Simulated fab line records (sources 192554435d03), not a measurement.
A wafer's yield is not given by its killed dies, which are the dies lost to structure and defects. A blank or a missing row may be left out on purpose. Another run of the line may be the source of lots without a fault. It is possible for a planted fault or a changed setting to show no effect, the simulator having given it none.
fab line records	flow n5-finfet
record lots=5	wafers=12	last-day=17
route steps=1938 shown BEOL_M4@1099 BEOL_M5@1112 BEOL_M15@1821 PASSIVATION@1936
lots that met no fault: taken from a fault-free run of the same line
start-h: hours from the record's first day to the start of the lot's first wafer shown	wait-h: how many hours have passed since the lot's step before this one	" the same as in the row above	L1.1+2: one row covering several wafers at once	- no value present, or no start provided	* or withheld: withheld	< > ~ a bound
route shown NAME@n: NAME is a module with steps in the file, n the number in the route of the first one	usual: mean/standard deviation of fault-free wafers	same: alike in all rows	chamber/n: place in a boat	sites: the reading at each site	_std_site: the values' standard deviation	_edge_site: mean of outer sites minus mean of inner sites	radius-mm: for every site, how far away it sits from the centre of the wafer	mask NAME#n: copy n	behind: the last tool/chamber to shape the wafer	hold: the reason the lot was held/the length of the hold in hours/how it ended	device: names the non-switching transistor (n, p or np)	end of line: the same wafers' tests at the end of the route	step lacking rows: just its recipe	killed: not the wafer's yield, but the dies lost to structure and defects at the first sort	map: a wafer's dies, x killed, . not, _ none there
set.NAME: the setting the step ran with; set.NAME@STEP: the setting that earlier step ran with	model.NAME: the simulator's own value behind a step, which no gauge read
lots at some steps of the route; a table a step, a row a wafer
services: when a tool's chamber went out of use (start-h, in hours from the record's first day, below 0 if earlier), for how many hours, and the reason
## steps
# step N5_BEOL_M4_ANNEAL_95
# recipe temp-c=400	time-s=240	ambient=vacuum
# step N5_BEOL_M4_SPUTTER_96
# recipe material=Cu	target-thk-a=45	temp-c=-20	chamber-pressure-pa=0.07	power-w=withheld	time-s=8.29
# step N5_BEOL_M4_ECD_50
# recipe material=Cu	target-thk-a=3000
# step N5_BEOL_M4_ANNEAL_51
# recipe temp-c=225	time-s=90	ambient=N2
# step N5_BEOL_M4_CMP_52
# recipe stop-on=SiOC	t-overpolish-s=6.8	down-force-psi=1	platen-rpm=50	clearing-platen-down-force-psi=1.5	clearing-platen-rpm=50	post-cmp-clean=cu-alkaline	target-thk-nm=40	clearing-platen-pad-velocity-m-s=0.99484	pad-velocity-m-s=0.99484
# step N5_BEOL_M4_PRE_CLEAN_60
# recipe gas=NH3/H2	time-s=15	temp-c=*	rf-power-w=300
# step N5_BEOL_M4_CO_CAP_55
# recipe material=Co	target-thk-a=20	temp-c=200	precursor=CCTBA/H2	pressure-torr=30	time-s=102.1
# step N5_BEOL_M4_PRE_CLEAN_56
# recipe gas=NH3	time-s=15	temp-c=withheld	rf-power-w=300
# step N5_BEOL_M4_DEP_57
# recipe material=SiCN	target-thk-a=80	temp-c=withheld	precursor=3MS/NH3	pressure-torr=3	rf-w=202	time-s=14
# step N5_BEOL_M4_RC_MEAS_101
# usual DIBL_N=35.8/1.8	DIBL_P=35.6/2	IOFF_N=0.148/0.028	IOFF_P=0.20/0.034	ION_N=672/12	ION_P=462/8.5	SS_N=71.2/0.65	SS_P=73.1/0.67	VT_N=251/3.3	VT_P=-251/3.8
lot.wafer	tool	chamber	start-h	wait-h	DIBL_N[mV/V]	DIBL_P[mV/V]	IOFF_N[nA/um]	IOFF_P[nA/um]	ION_N[uA/um]	ION_P[uA/um]	SS_N[mV/dec]	SS_P[mV/dec]	VT_N[mV]	VT_P[mV]
L813.3	prober-01	0	199.54	0.3	35.2	36.5	0.132	0.17	638	442	71.7	72.6	254	-257
L813.4	"	0	"	"	31.6	32.8	0.093	0.13	660	455	70.1	71.9	256	-259
L818.3	prober-02	0	218.41	0.3	35.9	35.7	0.136	0.21	674	467	71.3	72.8	252	-247
L818.5	"	0	"	"	36.2	35.7	0.143	0.20	680	466	70.4	73.2	251	-247
L821.3	prober-01	0	242.45	0.3	35.0	36.5	0.149	0.22	667	466	71.0	73.6	250	-251
L821.5	"	0	"	"	35.1	36.5	0.157	0.22	676	465	71.2	73.3	248	-248
L825.2	prober-01	0	262.67	0.2	38.2	38.2	0.196	0.23	683	467	71.8	73.7	247	-250
L825.5	"	0	"	"	35.0	34.7	0.128	0.17	668	462	71.6	73.6	254	-257
L825.6	"	0	"	"	34.9	34.4	0.134	0.18	679	459	70.9	72.8	254	-252
L831.3	prober-02	0	307.18	0.3	34.2	33.6	0.128	0.18	679	463	70.3	72.2	254	-252
L831.4	"	0	"	"	34.9	33.6	0.130	0.17	678	462	71.0	72.6	253	-252
L831.6	"	0	"	"	36.6	35.9	0.153	0.21	687	471	71.3	73.1	250	-248
# step N5_BEOL_M5_ILD_DEP_00
# recipe material=SiCOH_lowk	target-thk-a=1406.4	temp-c=300	precursor=DEMS/porogen	pressure-torr=5	rf-w=500	time-s=25.9
# step N5_BEOL_M5_CURE_79
# recipe temp-c=385	time-s=240	ambient=He/Ar	material=SiCOH_lowk
# step N5_BEOL_M5_PECVD_70
# recipe material=SiO2	target-thk-a=160	temp-c=400	precursor=TEOS/O2	pressure-torr=5.5	rf-w=450	teos-flow-sccm=53.8	gas=O2	flow-sccm=3000	time-s=18
# step N5_BEOL_M5_HM_DEP_02
# recipe material=TiN	target-thk-a=200	temp-c=25	chamber-pressure-pa=0.49996
# step N5_BEOL_M5_COAT_59
# recipe resist=SOC	temp-c=250	time-s=60	spin-rpm=1500	resist-thk-nm=60
# step N5_BEOL_M5_COAT_60
# recipe resist=SiARC	temp-c=220	time-s=60	spin-rpm=1500	resist-thk-nm=12
# step N5_BEOL_M5_COAT_71
# recipe resist=underlayer	temp-c=205	time-s=60	spin-rpm=1500	resist-thk-nm=5
# step N5_BEOL_M5_COAT_05
# recipe resist=CAR-EUV	spin-rpm=1500	resist-thk-nm=30
# step N5_BEOL_M5_EBR_07
# recipe solvent=PGMEA	ebr-width-mm=1.5
# step N5_BEOL_M5_SOFTBAKE_06
# recipe temp-c=110	time-s=60	resist=CAR-EUV
# step N5_BEOL_M5_EXPOSE_08
# recipe mask-id=M5	na=0.33	source-shape=annular	sigma-inner=0.4	sigma-outer=0.8	polarization=unpolarized	target-cd-nm=28	dose-mj=35.75
# step N5_BEOL_M5_PEB_09
# recipe peb-temp-c=100	peb-time-s=60	resist=CAR-EUV
# step N5_BEOL_M5_DEVELOP_10
# recipe develop-time-s=30	developer=TMAH	resist=CAR-EUV	rinse-liquid=surfactant-rinse	dry=air-spin	dev-temp-c=23
# step N5_BEOL_M5_DESCUM_16
# recipe chemistry=O2	time-s=7	source-power-w=50	bias-power-w=20	pressure-mtorr=20	rf-frequency-hz=2.712e+07	temp-c=40	resist=CAR-EUV	o2-flow-sccm=225
# step N5_BEOL_M5_ETCH_72
# recipe chemistry=N2/H2	target=underlayer	target-depth-a=65	mask-material=CAR-EUV	time-s=5.2	ion-energy-ev=200	pressure-mtorr=30	source-w=840	bias-w=150	n2-flow-sccm=200	h2-flow-sccm=200	ends=cleared
# step N5_BEOL_M5_ETCH_61
# recipe chemistry=CF4	target=SiARC	target-depth-a=156	mask-material=CAR-EUV	time-s=26	ion-energy-ev=80	pressure-mtorr=40	source-w=545	bias-w=36	Ar_flow_sccm=100	cf4-flow-sccm=100	ends=cleared
# step N5_BEOL_M5_ETCH_62
# recipe chemistry=N2/H2	target=SOC	target-depth-a=750	overetch-a=150	mask-material=SiARC	temp-c=40	time-s=112.5	ion-energy-ev=200	pressure-mtorr=30	source-w=840	bias-w=150	n2-flow-sccm=200	h2-flow-sccm=200
# step N5_BEOL_M5_STRIP_63
# recipe chemistry=N2/H2	temp-c=40	n2-flow-sccm=200	h2-flow-sccm=200	rf-frequency-hz=6e+07
# step N5_BEOL_M5_STRIP_73
# recipe chemistry=N2/H2	temp-c=40	n2-flow-sccm=200	h2-flow-sccm=200	rf-frequency-hz=6e+07
# step N5_BEOL_M5_STRIP_64
# recipe chemistry=CF4	resist=SiARC	power-w=300	bias-power-w=75	pressure-mtorr=50	cf4-flow-sccm=150	rf-frequency-hz=6e+07
# step N5_BEOL_M5_HM_OPEN_17
# recipe chemistry=Cl2/BCl3	target-depth-a=200	overetch-a=60	target=TiN	mask-material=SOC	ion-energy-ev=150	pressure-mtorr=10	icp-w=1000	bias-w=126	Cl2_flow_sccm=53.25	bcl3-flow-sccm=21.75	Ar_flow_sccm=25
# step N5_BEOL_M5_STRIP_19
# recipe chemistry=O2	power-w=400	temp-c=40	pressure-mtorr=30	rf-frequency-hz=6e+07	bias-power-w=0	overash-fraction=0.2	o2-flow-sccm=225
# step N5_BEOL_M5_COAT_65
# recipe resist=SOC	temp-c=250	time-s=60	spin-rpm=1500	resist-thk-nm=60
# step N5_BEOL_M5_COAT_66
# recipe resist=SiARC	temp-c=220	time-s=60	spin-rpm=1500	resist-thk-nm=12
# step N5_BEOL_M15_SPUTTER_45
# recipe material=Cu	target-thk-a=1000	temp-c=-20	bias-v=60	power-w=26000	chamber-pressure-pa=0.13	time-s=16.67
# usual bias-v=59.9/0.63	cathode-dc-power-W=26000/4.8	throttle-valve-pct=30.3/1.1
lot.wafer	tool	chamber	start-h	wait-h	bias-v	cathode-dc-power-W	throttle-valve-pct
L813.3	pvd-sputter-02	-	290.27	0.0	59.7	25993	30.0
L813.4	"	-	"	"	59.4	26002	29.1
L818.3	pvd-sputter-02	-	307.26	0.0	59.4	25997	30.5
L818.5	"	-	"	"	59.8	26002	31.7
L821.3	pvd-sputter-02	-	326.69	0.0	60.0	25997	28.9
L821.5	"	-	"	"	60.2	26000	29.1
L825.2	pvd-sputter-01	-	359.75	0.0	58.5	26004	29.5
L825.5	"	-	"	"	58.6	25996	29.5
L825.6	"	-	"	"	60.2	26001	31.4
L831.3	pvd-sputter-02	-	388.87	0.0	60.0	26008	29.1
L831.4	"	-	"	"	60.4	26003	29.9
L831.6	"	-	"	"	61.0	25992	30.1
# step N5_PASSIVATION_PROBE_49
# usual defect-limited-yield=91.3/1.5	killed_at_M0_to_M3=34/11	killed_at_M4_up=14/6.1	killed-at-contacts=12/5.9	killed-at-front-end=39/11	killed-at-other=4/3.3	killed-dies=102/18	killed-on-rim=13/3.8	killed-open=67/13	killed-short=33/7.9	sort_bin_5_function=5.1/1	sort_bin_6_memory=3.3/0.7	sort_bin_8_speed=0.1/0.69	sort-n-pass=1077/19	sort-yield-pct=91.3/1.6
# same gross-dies=1180	killed-at-back-side=0	sort_bin_4_leakage[%]=0
lot.wafer	tool	chamber	start-h	wait-h	defect-limited-yield[%]	killed_at_M0_to_M3	killed_at_M4_up	killed-at-contacts	killed-at-front-end	killed-at-other	killed-dies	killed-on-rim	killed-open	killed-short	sort_bin_5_function[%]	sort_bin_6_memory[%]	sort_bin_8_speed[%]	sort-n-pass	sort-yield-pct[%]
L813.3	prober-01	-	307.84	0.1	69.7	43	279	10	21	4	357	58	58	32	19.7	10.2	0.3	820	69.5
L818.3	prober-01	-	322.12	0.1	69.3	37	287	11	26	1	362	53	58	26	19.5	11.0	0	818	69.3
L818.5	prober-01	-	322.22	0.2	90.3	37	14	13	46	4	114	16	60	50	4.7	4.2	0	1066	90.3
L821.3	prober-02	-	343.12	0.1	72.2	29	270	5	24	0	328	52	40	23	17.5	9.8	0	852	72.2
L821.5	prober-02	-	343.22	0.2	89.9	44	19	16	40	0	119	16	80	33	6.2	3.4	0	1061	89.9
# killed by level:class
L813.3 BEOL_M15:interface-void-opened=260 BEOL_M0_SAQP:geometric-particle:open=9 BEOL_M3:geometric-particle:open=9 BEOL_M3:geometric-particle:short=9 MOL_CONTACT_COAG:geometric-particle:open=7 BEOL_M0_SAQP:geometric-particle:short=6 GATE_CUT:geometric-particle:open=6 BEOL_M4:geometric-particle:open=5
L818.3 BEOL_M15:interface-void-opened=275 BEOL_M0_SAQP:geometric-particle:open=9 BEOL_M3:geometric-particle:open=9 MOL_CONTACT_COAG:geometric-particle:open=7 BEOL_M0_SAQP:geometric-particle:short=6 FIN_SAQP:geometric-particle:open=5 FIN_SAQP:geometric-particle:short=4 MOL_CONTACT_COAG:geometric-particle:short=4
L818.5 BEOL_M0_SAQP:geometric-particle:short=13 BEOL_M0_SAQP:geometric-particle:open=10 GATE_CUT:geometric-particle:short=9 STI_FIN_REVEAL:geometric-particle:open=8 BEOL_M4:geometric-particle:open=8 FIN_SAQP:geometric-particle:open=7 MOL_CONTACT_COAG:geometric-particle:open=7 MOL_CONTACT_COAG:geometric-particle:short=6
L821.3 BEOL_M15:interface-void-opened=261 BEOL_M0_SAQP:geometric-particle:short=8 BEOL_M0_SAQP:geometric-particle:open=7 MOL_CONTACT_COAG:geometric-particle:open=5 BEOL_M2:geometric-particle:open=5 STI_FIN_REVEAL:geometric-particle:open=4 BEOL_M4:geometric-particle:open=4 STARTING-WAFER:geometric-particle:open=4
L821.5 MOL_CONTACT_COAG:geometric-particle:open=14 BEOL_M4:geometric-particle:open=12 BEOL_M0_SAQP:geometric-particle:short=8 BEOL_M0_SAQP:geometric-particle:open=8 BEOL_M2:geometric-particle:open=8 BEOL_M3:geometric-particle:open=7 BEOL_M1:geometric-particle:open=6 STARTING-WAFER:geometric-particle:short=6
# map L813.3 (x killed, . not)
_________________x.xx...xxx..________________
______________xx...xx..x........_____________
___________x.x.x..x..xx.x.xxx...x.x__________
__________x.x.....x.xx..x...xx..x..._________
________...x....x.x...xx...xx.......x._______
_______.x......x.....x.x...xx.........x______
______.x.x.....x.xx.x.x.x...x..........._____
_____.xx..xx......x.xx....x..xx........x.____
____xxx....xx.xx...x.....x.....x....x...x.___
___..x.xx....x.....xx..xx.x.x.....x..xx....__
___x....xx..x.....x..........xxx.....x..x.x__
__.x.....x..x.x...x........x.x.x...x.xx..x.x_
__.x.xx.x.........xx.........xxx..x..xxxxx.._
_..xx..xx..x.x.x.xx.x.x.....x..xx..........x.
_x..xx..x......x.x..xxxx....x...x.x.x...x....
_..........xx.x.........x........xx.x.x..x..x
_x...xxxx...x...x.x......x.xxx..xx..x..x..x..
_x..xx..x...x.....x.x......x..x..............
_....x.......x....x.........x..x.x..xx.xx....
_x..x.x....x..x..x...x.x....x.x.xx..x....x...
_..xx..x.x......x.............x....x....xx...
__.x.xxxx...x..........x...xxx.x...xx...x..x_
__.x...x.....x.xxxx..x.x.xx....x.x...xx..x.._
___.x......x.....x.xxxx.....x..x........x..__
___.xx.xx..xx...........x............xx.xx.__
____.x.xxx.....xx...x...x..xx..xxxx..x.x..___
_____...x...........x....x.............x.____
______xx.x..xxx.xxx......x..x.x....xx..._____
_______......x..x....................x.______
________........xx.x..x...x.x..x..x.xx_______
__________x.xx.x...x.....x......x..._________
___________.xxx...xx......x....xxx.__________
______________.x..x..x.xx......x_____________
_________________x.x..xx...xx________________
# map L818.3 (x killed, . not)
_________________xx.......x..________________
______________x.x..xxx..xx..xx.._____________
___________.xxxxxx....x......x...xx__________
__________.......x..x.xx.xxxx..x..x._________
________xx...x..x.x............xx....._______
_______....x.x....x...xxxxxx.....x.x...______
______..x.......x....x.xxx.......x...x.._____
_____........x..........x..xx....x.......____
____x.....x..x......x...xx........xx...x..___
___.x..x.xx.xx............x....x.........x.__
___.xx......x........xx..x..x.xxxx.......x.__
__..x..x.x.x...x.x.xx...x...x.xxxxx........._
__xx..x..x...........x......x...x...x..xx.x._
_..xx...xx....x...x..x.x..x..x.x....xxx.x.x.x
_..x....x.....xx.x....xx..........xx.xx......
_x..x.x.x..x.x.....x.xx.x....x.x..x.....x.x..
_..............x.x....x..xx.x.xx....x.x......
_xx.....xx...x...x.xx......x.....xxx.x......x
_.....x.x...x....x..x.x........xx....xx....x.
_.xx..x.......xx.x......x........x.x.xx....xx
_.x...x...x..x....xx...x.xx.xx...x.x...x....x
__x.x.......xx..xx......x....x............x._
__.x.x.....x..x..x...xxx...x...........x.xx._
___x...x..x....x.x..x.......x.x.x.x.x...xxx__
___.xx.x......x.....xxx.xx.......xxx...x...__
____x.xxx.x.x.x..x...x.x..x...x..x.x...xx.___
_____x...x..........x.x..x..x....x.xx..xx____
______.xx.......x.......xx......x.x.xx.x_____
_______.x.xxx....xxx..x...x...xxx.x..xx______
________x..x...x..xx....xxx..xx...x..._______
__________.x.x.x.xx.x.xx.xx.xx......_________
___________.x.x..x.x....x..........__________
______________...........x.xxxx._____________
_________________.x.....x.x.x________________
## services
tool	chamber	start-h	hours	kind
pvd-sputter-01	-	290.79	0.8	repair
pvd-sputter-01	-	294.87	7.9	repair
pvd-sputter-02	-	330.33	4.9	repair
## key
first-sign step=N5_PASSIVATION_PROBE_49	reading=killed_at_M4_up	direction=up	sigmas=43	usual=14	struck=279
effect step=N5_PASSIVATION_PROBE_49	reading=defect-limited-yield	direction=down	sigmas=14	usual=91.3	struck=70.4
more-kills-born-at N5_BEOL_M15_SPUTTER_45@pvd-sputter-02=796
met-at N5_BEOL_M15_SPUTTER_45
struck-wafers L813.3,L818.3,L821.3
fault kind=process-parameter-drift	tool=pvd-sputter-02	chamber=-	onset-h=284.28	steps=N5_BEOL_M15_SPUTTER_45	channel=time-s	offset=*	shape=step	end-h=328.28	scope=struck-wafers-only	acts-in=*	stated=*
